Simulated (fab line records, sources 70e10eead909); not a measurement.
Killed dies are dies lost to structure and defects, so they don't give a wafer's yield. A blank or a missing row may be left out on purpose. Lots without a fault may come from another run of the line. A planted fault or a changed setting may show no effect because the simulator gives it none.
fab line records | flow nand_harc
record lots=6 wafers=18 last_day=33
route steps=1302 shown A_DECK1_JOINT@539 A_ONON_D2@545 END@1302
lots that met no fault: from a run of the same line without faults
start_h: hours from the record's first day to the start of the lot's first wafer shown | wait_h: hours since the lot's step before | " the same as in the row above | L1.1+2: a row that stands for several wafers | - no value, or no start given | * or withheld: withheld | < > ~ a bound
route shown NAME@n: a module of which the file shows steps, and the number in the route of the first | usual: mean/standard deviation of fault-free wafers | same: alike in all rows | chamber/n: place in a boat | sites: the reading at each site | _std_site: their standard deviation | _edge_site: outer sites' mean less inner sites' | radius_mm: how far each site lies from the wafer's centre | mask NAME#n: copy n | behind: the tool/chamber that last shaped the wafer | hold: why the lot was held/for how many hours/how that ended | device: the transistor (n, p or np) that didn't switch | end of line: the same wafers' tests at the end of the route | a step without rows: its recipe alone | killed: dies lost to structure and defects at the first sort, not the wafer's yield | map: a wafer's dies, x killed, . not, _ none there
set.NAME: the setting as run; set.NAME@STEP: as run at that earlier step | model.NAME: the simulator's own value behind a step, which no gauge read
lots at some steps of the route; a table a step, a row a wafer
services: from which hour (start_h, from the record's first day; less than 0 if before it) a tool's chamber was out of use, for how many hours, and why
## steps
# step NHARC_A_DECK1_JOINT_CMP_02
# recipe material=SiOx
# usual edge_zone_pressure_frac=1.000/0.0051 motor_current_A=11.5/1.2 pad_life_wafers=153/98
# columns lot.wafer tool chamber start_h wait_h edge_zone_pressure_frac motor_current_A pad_life_wafers
L797.1 cmp-03 0 313.60 0.4 1.008 12.2 157
L797.2 " 1 " " 0.994 12.8 158
L797.6 " 3 " " 0.997 11.2 -
L798.1 cmp-01 0 339.70 0.4 0.999 10.0 199
L798.2 " 1 " " 1.008 9.8 200
L798.5 " 0 " " 1.002 9.6 -
L808.4 cmp-02 1 422.51 0.4 1.005 12.6 342
L808.1 " 3 " " 0.997 11.0 344
L808.3 " 0 " " 1.000 12.3 345
L809.4 cmp-01 0 440.36 0.4 0.995 10.0 198
L809.3 " 2 " " 1.001 10.9 200
L809.1 " 3 " " 0.998 11.3 201
L813.4 cmp-03 0 479.61 0.4 1.000 11.9 54
L813.1 " 2 " " 1.001 12.0 56
L813.5 " 0 " " 0.997 11.5 -
L815.4 cmp-03 3 486.97 0.4 1.008 11.2 72
L815.3 " 2 " " 1.007 11.2 75
L815.5 " 0 " " 0.998 12.5 -
# step NHARC_A_DECK1_JOINT_SRD_15
# step NHARC_A_DECK1_JOINT_DEP_16
# recipe target_thk_a=450 temp_c=400 pressure_torr=6.5 rf_w=900 teos_flow_sccm=161.4 flow_sccm=2650 target_thk_nm=45 gas=O2 material=SiO2
# usual heater_power_w=531/110 throttle_valve_pct=16.2/0.44
# columns lot.wafer tool chamber start_h wait_h heater_power_w throttle_valve_pct
L797.2 pecvd-03 1 313.97 0.1 426 16.7
L797.1 " 2 " " 471 15.7
L797.6 " 0 " " 614 16.6
L798.2 pecvd-04 1 340.07 0.1 527 15.7
L798.1 " 0 " " 448 15.7
L798.5 " 1 " " 543 15.7
L808.1 pecvd-02 2 422.90 0.1 737 15.8
L808.3 " 1 " " 537 16.3
L808.4 " 1 " " 540 16.2
L809.3 pecvd-04 0 440.76 0.1 551 15.8
L809.1 " 1 " " 416 15.5
L809.4 " 0 " " 532 15.9
L813.1 pecvd-02 2 480.00 0.1 732 15.7
L813.5 " 0 " " 402 16.3
L813.4 " 1 " " 505 16.4
L815.3 pecvd-02 1 487.37 0.1 668 16.4
L815.4 " 1 " " 658 16.4
L815.5 " 0 " " 396 16.4
# step NHARC_A_DECK1_JOINT_THK_MEAS_17
# recipe thk_meas_gauge=ellipsometry
# usual thk_nm=44.8/1.1
# columns lot.wafer tool chamber start_h wait_h thk_nm
L797.1 film_metro-02 - 314.25 0.2 43.7
L797.2 " - " " 43.6
L797.6 " - " " 46.7
L798.1 film_metro-01 - 340.35 0.2 44.5
L798.2 " - " " 44.3
L798.5 " - " " 45.5
L808.1 film_metro-01 - 423.18 0.2 45.8
L808.3 " - " " 41.5
L808.4 " - " " 44.9
L809.1 film_metro-01 - 441.04 0.2 44.2
L809.3 " - " " 44.4
L809.4 " - " " 45.3
L813.1 film_metro-02 - 480.28 0.3 45.1
L813.4 " - " " 46.7
L813.5 " - " " 45.8
L815.3 film_metro-01 - 487.65 0.3 42.9
L815.4 " - " " 45.8
L815.5 " - " " 44.4
# step NHARC_A_DECK1_JOINT_INSPECT_05
# usual raw_defect_count=320/130
# columns lot.wafer tool chamber start_h wait_h raw_defect_count
L797.1 defect_inspect-02 - 314.29 0.0 279
L797.2 " - " " 324
L797.6 " - " " 353
L798.1 defect_inspect-01 - 340.38 0.0 491
L798.2 " - " " 642
L798.5 " - " " 417
L808.1 defect_inspect-02 - 423.21 0.0 290
L808.3 " - " " 247
L808.4 " - " " 413
L809.1 defect_inspect-02 - 441.09 0.1 226
L809.3 " - " " 649
L809.4 " - " " 297
L813.1 defect_inspect-01 - 480.32 0.0 297
L813.4 " - " " 203
L813.5 " - " " 298
L815.3 defect_inspect-02 - 487.69 0.0 322
L815.4 " - " " 249
L815.5 " - " " 361
# step NHARC_A_ONON_D2_DEP_00
# recipe target_thk_a=10000 n2_flow_sccm=2750 n2o_flow_sccm=2000 nh3_flow_sccm=500 sih4_flow_sccm=210 temp_c=400
# step NHARC_A_ONON_D2_THK_MEAS_02
# recipe thk_meas_gauge=ellipsometry
# usual thk_nm=998/9.4
# columns lot.wafer tool chamber start_h wait_h thk_nm
L797.1 film_metro-02 - 314.86 - 977
L797.2 " - " " 979
L797.6 " - " " 978
L798.1 film_metro-01 - 340.96 - 1003
L798.2 " - " " 1002
L798.5 " - " " 1000
L808.1 film_metro-01 - 423.78 - 1000
L808.3 " - " " 1000
L808.4 " - " " 1000
L809.1 film_metro-01 - 441.67 - 994
L809.3 " - " " 995
L809.4 " - " " 994
L813.1 film_metro-02 - 480.89 - 997
L813.4 " - " " 997
L813.5 " - " " 996
L815.3 film_metro-02 - 488.27 - 991
L815.4 " - " " 992
L815.5 " - " " 994
# step NHARC_A_ONON_D2_DEP_03
# recipe target_thk_a=10000 n2_flow_sccm=2750 n2o_flow_sccm=2000 nh3_flow_sccm=500 sih4_flow_sccm=210 temp_c=400
# step NHARC_A_ONON_D2_THK_MEAS_05
# recipe thk_meas_gauge=ellipsometry
# usual thk_nm=1001/11
# columns lot.wafer tool chamber start_h wait_h thk_nm
L797.1 film_metro-02 - 315.43 - 1009
L797.2 " - " " 1008
L797.6 " - " " 1007
L798.1 film_metro-02 - 341.53 - 991
L798.2 " - " " 991
L798.5 " - " " 991
L808.1 film_metro-01 - 424.35 - 984
L808.3 " - " " 985
L808.4 " - " " 985
L809.1 film_metro-01 - 442.22 - 992
L809.3 " - " " 991
L809.4 " - " " 993
L813.1 film_metro-01 - 481.46 - 997
L813.4 " - " " 997
L813.5 " - " " 998
L815.3 film_metro-02 - 488.86 - 996
L815.4 " - " " 996
L815.5 " - " " 994
# step NHARC_A_ONON_D2_DEP_06
# recipe target_thk_a=10000 n2_flow_sccm=2750 n2o_flow_sccm=2000 nh3_flow_sccm=500 sih4_flow_sccm=210 temp_c=400
# step NHARC_A_ONON_D2_THK_MEAS_08
# recipe thk_meas_gauge=ellipsometry
# usual thk_nm=1003/10
# columns lot.wafer tool chamber start_h wait_h thk_nm
L797.1 film_metro-02 - 315.99 - 993
L797.2 " - " " 993
L797.6 " - " " 992
L798.1 film_metro-02 - 342.10 - 1013
L798.2 " - " " 1010
L798.5 " - " " 1012
L808.1 film_metro-02 - 424.92 - 1018
L808.3 " - " " 1015
L808.4 " - " " 1014
L809.1 film_metro-01 - 442.79 - 999
L809.3 " - " " 998
L809.4 " - " " 999
L813.1 film_metro-02 - 482.03 - 985
L813.4 " - " " 984
L813.5 " - " " 987
L815.3 film_metro-02 - 489.43 - 997
L815.4 " - " " 998
L815.5 " - " " 997
# step NHARC_A_ONON_D2_DEP_09
# recipe target_thk_a=10000 n2_flow_sccm=2750 n2o_flow_sccm=2000 nh3_flow_sccm=500 sih4_flow_sccm=210 temp_c=400
# usual n2_flow_sccm=2750/7.8 n2o_flow_sccm=2001/5.9 nh3_flow_sccm=500.3/1.4
# columns lot.wafer tool chamber start_h wait_h n2_flow_sccm n2o_flow_sccm nh3_flow_sccm
L797.1 pecvd_onon-01 0 316.05 0.1 2761 2003 501.6
L797.2 " 0 " " 2754 1999 499.5
L797.6 " 0 " " 2759 2007 499.4
L798.1 pecvd_onon-02 0 342.16 0.1 2748 1995 500.8
L798.2 " 0 " " 2736 1998 501.8
L798.5 " 0 " " 2747 1996 499.1
L808.1 pecvd_onon-02 0 424.97 0.1 2753 1997 499.9
L808.3 " 0 " " 2756 2001 499.2
L808.4 " 0 " " 2748 1994 498.0
L809.1 pecvd_onon-02 0 442.85 0.1 2761 2002 500.3
L809.3 " 0 " " 2752 2001 501.5
L809.4 " 0 " " 2756 1994 501.4
L813.1 pecvd_onon-01 0 482.08 0.1 2757 1998 498.7
L813.4 " 0 " " 2758 2001 500.0
L813.5 " 0 " " 2760 1994 498.9
L815.3 pecvd_onon-04 0 489.60 0.2 2745 2010 500.4
L815.4 " 0 " " 2745 2004 502.4
L815.5 " 0 " " 2747 2005 501.9
# step NHARC_A_ONON_D2_THK_MEAS_11
# recipe thk_meas_gauge=ellipsometry
# usual thk_nm=997/8.2
# columns lot.wafer tool chamber start_h wait_h thk_nm
L797.1 film_metro-02 - 316.56 - 995
L797.2 " - " " 993
L797.6 " - " " 993
L798.1 film_metro-01 - 342.67 - 985
L798.2 " - " " 983
L798.5 " - " " 984
L808.1 film_metro-02 - 425.48 - 694
L808.3 " - " " 695
L808.4 " - " " 694
L809.1 film_metro-01 - 443.35 - 704
L809.3 " - " " 704
L809.4 " - " " 705
L813.1 film_metro-01 - 482.59 - 1002
L813.4 " - " " 1001
L813.5 " - " " 1001
L815.3 film_metro-02 - 490.01 - 994
L815.4 " - " " 991
L815.5 " - " " 994
# step NHARC_A_ONON_D2_DEP_12
# recipe target_thk_a=10000 n2_flow_sccm=2750 n2o_flow_sccm=2000 nh3_flow_sccm=500 sih4_flow_sccm=210 temp_c=400
# step NHARC_END_SORT_01
# recipe temp_c=25
# usual killed_at_array=46/16 killed_at_other=0.9/1.3 killed_at_periphery=4.1/3 killed_dies=51/17 killed_open=3.5/1.8 killed_short=2.5/1.8
# same gross_dies=677
# columns lot.wafer tool chamber start_h wait_h killed_at_array killed_at_other killed_at_periphery killed_dies killed_open killed_short
L808.1 prober-01 0 705.65 2.5 672 0 5 677 3 1
L808.3 prober-01 0 707.27 3.1 672 0 5 677 2 1
L808.4 prober-01 0 708.07 3.4 666 0 11 677 5 4
L809.1 prober-02 0 742.20 2.5 676 0 1 677 1 2
L809.3 prober-02 0 743.82 3.1 670 0 7 677 3 5
L809.4 prober-02 0 744.63 3.4 670 1 6 677 2 4
# killed by level:class
L808.1 A_ONON_D2:area_dep=642 A_CHANNEL_HOLE_D2:chamber_film_flake=15 A_CHANNEL_HOLE_D1:chamber_film_flake=5 A_CONTACT:chamber_film_flake=4 P_GATE:chamber_film_flake=2 P_GATE:geometric_particle:open=1 A_CHANNEL_FILL_D2:geometric_particle:open=1 A_WL_FILL:geometric_particle:short=1
L808.3 A_ONON_D2:area_dep=630 A_CHANNEL_HOLE_D2:chamber_film_flake=23 A_CHANNEL_HOLE_D1:chamber_film_flake=5 A_CONTACT:chamber_film_flake=4 P_ZERO_WELL:chamber_film_flake=2 P_GATE:chamber_film_flake=2 A_STAIRCASE:chamber_film_flake=2 A_CHANNEL_FILL_D2:chamber_film_flake=2
L808.4 A_ONON_D2:area_dep=620 A_CHANNEL_HOLE_D2:chamber_film_flake=17 A_CHANNEL_HOLE_D1:chamber_film_flake=8 P_GATE:chamber_film_flake=6 A_CONTACT:chamber_film_flake=5 P_ZERO_WELL:chamber_film_flake=2 P_M2:chamber_film_flake=2 A_ZERO_WELL:chamber_film_flake=2
L809.1 A_ONON_D2:area_dep=603 A_SLIT:chamber_film_flake=21 A_CHANNEL_HOLE_D1:chamber_film_flake=19 A_CHANNEL_HOLE_D2:chamber_film_flake=18 A_STAIRCASE:chamber_film_flake=4 A_CONTACT:chamber_film_flake=4 A_WL_FILL:chamber_film_flake=2 A_CHANNEL_FILL_D1:geometric_particle:short=1
L809.3 A_ONON_D2:area_dep=589 A_SLIT:chamber_film_flake=27 A_CHANNEL_HOLE_D1:chamber_film_flake=21 A_CHANNEL_HOLE_D2:chamber_film_flake=15 P_GATE:chamber_film_flake=4 A_WL_FILL:chamber_film_flake=4 A_CONTACT:chamber_film_flake=3 A_STAIRCASE:chamber_film_flake=2
L809.4 A_ONON_D2:area_dep=574 A_CHANNEL_HOLE_D1:chamber_film_flake=30 A_CHANNEL_HOLE_D2:chamber_film_flake=28 A_SLIT:chamber_film_flake=19 A_CONTACT:chamber_film_flake=8 A_STAIRCASE:chamber_film_flake=5 P_GATE:chamber_film_flake=3 P_M0:geometric_particle:open=1
# map L808.1 (x killed, . not)
____________x____________
_________xxxxxxx_________
_______xxxxxxxxxxx_______
______xxxxxxxxxxxxx______
_____xxxxxxxxxxxxxxx_____
____xxxxxxxxxxxxxxxxx____
____xxxxxxxxxxxxxxxxx____
___xxxxxxxxxxxxxxxxxxx___
___xxxxxxxxxxxxxxxxxxx___
__xxxxxxxxxxxxxxxxxxxxx__
__xxxxxxxxxxxxxxxxxxxxx__
_xxxxxxxxxxxxxxxxxxxxxxx_
_xxxxxxxxxxxxxxxxxxxxxxx_
_xxxxxxxxxxxxxxxxxxxxxxx_
_xxxxxxxxxxxxxxxxxxxxxxx_
_xxxxxxxxxxxxxxxxxxxxxxx_
xxxxxxxxxxxxxxxxxxxxxxxxx
xxxxxxxxxxxxxxxxxxxxxxxxx
xxxxxxxxxxxxxxxxxxxxxxxxx
xxxxxxxxxxxxxxxxxxxxxxxxx
xxxxxxxxxxxxxxxxxxxxxxxxx
_xxxxxxxxxxxxxxxxxxxxxxx_
_xxxxxxxxxxxxxxxxxxxxxxx_
_xxxxxxxxxxxxxxxxxxxxxxx_
_xxxxxxxxxxxxxxxxxxxxxxx_
_xxxxxxxxxxxxxxxxxxxxxxx_
__xxxxxxxxxxxxxxxxxxxxx__
__xxxxxxxxxxxxxxxxxxxxx__
___xxxxxxxxxxxxxxxxxxx___
___xxxxxxxxxxxxxxxxxxx___
____xxxxxxxxxxxxxxxxx____
____xxxxxxxxxxxxxxxxx____
_____xxxxxxxxxxxxxxx_____
______xxxxxxxxxxxxx______
_______xxxxxxxxxxx_______
_________xxxxxxx_________
____________x____________
# map L809.1 (x killed, . not)
____________x____________
_________xxxxxxx_________
_______xxxxxxxxxxx_______
______xxxxxxxxxxxxx______
_____xxxxxxxxxxxxxxx_____
____xxxxxxxxxxxxxxxxx____
____xxxxxxxxxxxxxxxxx____
___xxxxxxxxxxxxxxxxxxx___
___xxxxxxxxxxxxxxxxxxx___
__xxxxxxxxxxxxxxxxxxxxx__
__xxxxxxxxxxxxxxxxxxxxx__
_xxxxxxxxxxxxxxxxxxxxxxx_
_xxxxxxxxxxxxxxxxxxxxxxx_
_xxxxxxxxxxxxxxxxxxxxxxx_
_xxxxxxxxxxxxxxxxxxxxxxx_
_xxxxxxxxxxxxxxxxxxxxxxx_
xxxxxxxxxxxxxxxxxxxxxxxxx
xxxxxxxxxxxxxxxxxxxxxxxxx
xxxxxxxxxxxxxxxxxxxxxxxxx
xxxxxxxxxxxxxxxxxxxxxxxxx
xxxxxxxxxxxxxxxxxxxxxxxxx
_xxxxxxxxxxxxxxxxxxxxxxx_
_xxxxxxxxxxxxxxxxxxxxxxx_
_xxxxxxxxxxxxxxxxxxxxxxx_
_xxxxxxxxxxxxxxxxxxxxxxx_
_xxxxxxxxxxxxxxxxxxxxxxx_
__xxxxxxxxxxxxxxxxxxxxx__
__xxxxxxxxxxxxxxxxxxxxx__
___xxxxxxxxxxxxxxxxxxx___
___xxxxxxxxxxxxxxxxxxx___
____xxxxxxxxxxxxxxxxx____
____xxxxxxxxxxxxxxxxx____
_____xxxxxxxxxxxxxxx_____
______xxxxxxxxxxxxx______
_______xxxxxxxxxxx_______
_________xxxxxxx_________
____________x____________
## services
# columns tool chamber start_h hours kind
cmp-03 - 303.39 1.5 repair
pecvd_onon-04 - 311.29 13.0 pm
pecvd-02 - 316.58 1.1 repair
cmp-01 - 330.59 1.3 repair
cmp-02 - 330.63 4.0 pm
pecvd-03 - 354.80 0.8 repair
cmp-03 - 358.00 4.0 pm
cmp-03 - 362.00 - consumable_replace:conditioner
pecvd_onon-02 - 366.00 13.0 pm
pecvd-03 - 366.47 13.0 pm
cmp-01 - 373.29 4.0 repair
cmp-01 - 384.12 4.0 pm
pecvd-04 1 386.52 5.9 repair
pecvd-03 0 387.86 3.3 repair
pecvd-02 - 408.14 13.0 pm
cmp-02 - 428.63 4.0 pm
pecvd-03 - 443.89 1.1 repair
pecvd-04 - 450.03 13.0 pm
pecvd_onon-01 - 450.42 13.0 pm
cmp-01 - 452.85 0.8 repair
cmp-03 - 456.02 4.0 pm
pecvd-02 1 461.45 2.0 repair
pecvd-04 - 468.57 0.2 repair
cmp-01 - 482.12 4.0 pm
## key
first_sign step=NHARC_A_ONON_D2_THK_MEAS_11 reading=thk_nm direction=down sigmas=36 usual=997 struck=699
effect step=NHARC_END_SORT_01 reading=killed_at_array direction=up sigmas=38 usual=46 struck=671
more_kills_born_at NHARC_A_ONON_D2_DEP_09@pecvd_onon-02=3658
met_at NHARC_A_ONON_D2_DEP_09
struck_wafers L808.1,L808.3,L808.4,L809.1,L809.3,L809.4
later_rows_left_out L808.1,L808.3,L808.4,L809.1,L809.3,L809.4
tester_left_out L808,L809
onset_between 342.16 424.97
fault kind=process_parameter_drift tool=pecvd_onon-02 chamber=0 onset_h=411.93 steps=NHARC_A_ONON_D2_DEP_09 channel=target_thk_a offset=* shape=step end_h=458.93 acts_in=* stated=*
# tester_left_out: of these lots the tester's yield and bins aren't shown, on N5 and GAA mostly nor the transistor test; their killed dies are dies lost to structure and defects alone, not to doping, threshold or leakage, so they don't give the yield
# later_rows_left_out: the simulator's readings of these wafers behind a module that went badly wrong aren't trusted and aren't shown, but for the sort
